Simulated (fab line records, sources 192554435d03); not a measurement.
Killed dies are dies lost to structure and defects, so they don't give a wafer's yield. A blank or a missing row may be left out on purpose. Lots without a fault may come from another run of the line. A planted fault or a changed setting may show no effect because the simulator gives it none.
Split-lot experiment | flow n5_finfet | 7 lots, 21 wafers read, on a route of 1938 steps

THE SPLIT
At N5_BEOL_M6_ILD_DEP_00 (deposits SiCOH lowk from DEMS/porogen, target thk 179.75 nm, time 33.4 s), the setting time_s was moved away from the recipe's 33.4 s on 9 of the 21 wafers read, by -14.5% to +6.3%. The other wafers ran this setting at the recipe's value.

FROM THE SPLIT TO THE READING: what the file shows between them, 1 step
- N5_BEOL_M6_CURE_74: cures SiCOH lowk, time 240 s

THE READING
M6_ILD_THK, in nm, at N5_BEOL_M6_THK_MEAS_01. Fault-free wafers of this fab line usually give 155.2 nm, standard deviation 2.4 nm.

wafer  | tool, chamber at the split | time_s as run, s | against the recipe | M6_ILD_THK, nm | against lot-mates on the recipe
L079.1 | pecvd-02, 0                | 30.82            | -7.7%              | 140.9          | -13.7
L079.2 | pecvd-02, 1                | 33.4             | recipe             | 152.9          | -
L079.6 | pecvd-02, 1                | 33.4             | recipe             | 156.3          | -
L084.1 | pecvd-01, 1                | 33.4             | recipe             | 153.9          | -
L084.2 | pecvd-01, 0                | 33.4             | recipe             | 151.8          | -
L084.5 | pecvd-01, 1                | 33.4             | recipe             | 157.0          | -
L085.3 | pecvd-01, 0                | 33.4             | recipe             | 149.3          | -
L085.4 | pecvd-01, 0                | 28.56            | -14.5%             | 130.5          | -22.4
L085.6 | pecvd-01, 2                | 33.4             | recipe             | 156.6          | -
L086.1 | pecvd-01, 1                | 35.41            | +6.0%              | 160.4          | no lot-mate on the recipe
L086.3 | pecvd-01, 0                | 35.41            | +6.0%              | 163.6          | no lot-mate on the recipe
L086.6 | pecvd-01, 0                | 35.41            | +6.0%              | 165.8          | no lot-mate on the recipe
L089.1 | pecvd-04, 0                | 33.4             | recipe             | 151.6          | -
L089.2 | pecvd-04, 1                | 35.5             | +6.3%              | 162.9          | +9.8
L089.4 | pecvd-04, 2                | 33.4             | recipe             | 154.7          | -
L090.1 | pecvd-04, 0                | 33.4             | recipe             | 152.1          | -
L090.4 | pecvd-04, 1                | 29.52            | -11.6%             | 140.3          | -11.8
L090.5 | pecvd-04, 2                | 29.52            | -11.6%             | 138.5          | -13.6
L094.1 | pecvd-04, 0                | 33.4             | recipe             | 152.6          | -
L094.3 | pecvd-04, 2                | 31.12            | -6.8%              | 142.9          | -11.7
L094.6 | pecvd-04, 1                | 33.4             | recipe             | 156.5          | -

THE FIT
A straight line over all 21 wafers: M6_ILD_THK changes by +1.47 nm for each +1% of time_s; r = +0.97; the points scatter about the line by 2.4 nm.
The same after taking each lot's own level away (the mean of its wafers on the recipe; 18 wafers): +1.39 nm for each +1%; r = +0.95; scatter 2.5 nm.
On that fit, the largest move of time_s shifts the reading by 20 nm.
The lots' own levels span 152.10 to 154.60 nm, that is 1.0 times the standard deviation above.
So the lot-to-lot level changes the slope little: the two slopes agree.
Check: with one of the wafers moved furthest among these (-14.5%) left out of the fit, the line predicts -18.9 nm for it against its lot-mates. It came out at -22.4 nm against them.

OTHER SPLITS ON THESE WAFERS
These wafers also went through other splits before the reading. Each is held against what the fit with the lots' levels taken away leaves over:
other split on the same wafers    | wafers away from the commonest value | r with M6_ILD_THK (lot level and that fit taken away)
N5_BEOL_M0_SAQP_DESCUM_45 time_s  | 5                                    | -0.40
N5_BEOL_M1_ETCH_70 source_w       | 7                                    | -0.24
N5_BEOL_M1_VIA_ETCH_34 time_s     | 4                                    | -0.16
N5_BEOL_M2_COAT_67 spin_rpm       | 6                                    | -0.01
N5_BEOL_M3_TRENCH_ETCH_37 bias_w  | 7                                    | +0.10
N5_BEOL_M3_ETCH_41 target_depth_a | 7                                    | +0.21
N5_BEOL_M4_ETCH_70 bias_w         | 8                                    | +0.20
N5_BEOL_M5_COAT_74 spin_rpm       | 7                                    | +0.44
N5_BEOL_M5_COAT_22 spin_rpm       | 7                                    | +0.15

THE WHOLE CHAIN: every reading that the file lists as answering this split, in the file's order
step                   | what it does                                                             | reading                                                                                  | change (the file's fit)              | r (the file's)
N5_BEOL_M6_ILD_DEP_00  | deposits SiCOH lowk from DEMS/porogen, target thk 179.75 nm, time 33.4 s | SiCOH_lowk_of_BEOL_M6_ILD_DEP_00.thk_nm (the simulator's own value, which no gauge read) | +1.69 nm for each +1% of the setting | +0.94
N5_BEOL_M6_CURE_74     | cures SiCOH lowk, time 240 s                                             | SiCOH_lowk_of_BEOL_M6_ILD_DEP_00.thk_nm (the simulator's own value, which no gauge read) | +1.47 nm for each +1% of the setting | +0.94
N5_BEOL_M6_THK_MEAS_01 |                                                                          | M6_ILD_THK                                                                               | +1.47 for each +1% of the setting    | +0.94

THE FILE'S OWN FIT
M6_ILD_THK changes by +1.47 nm for each +1% of time_s, r = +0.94.
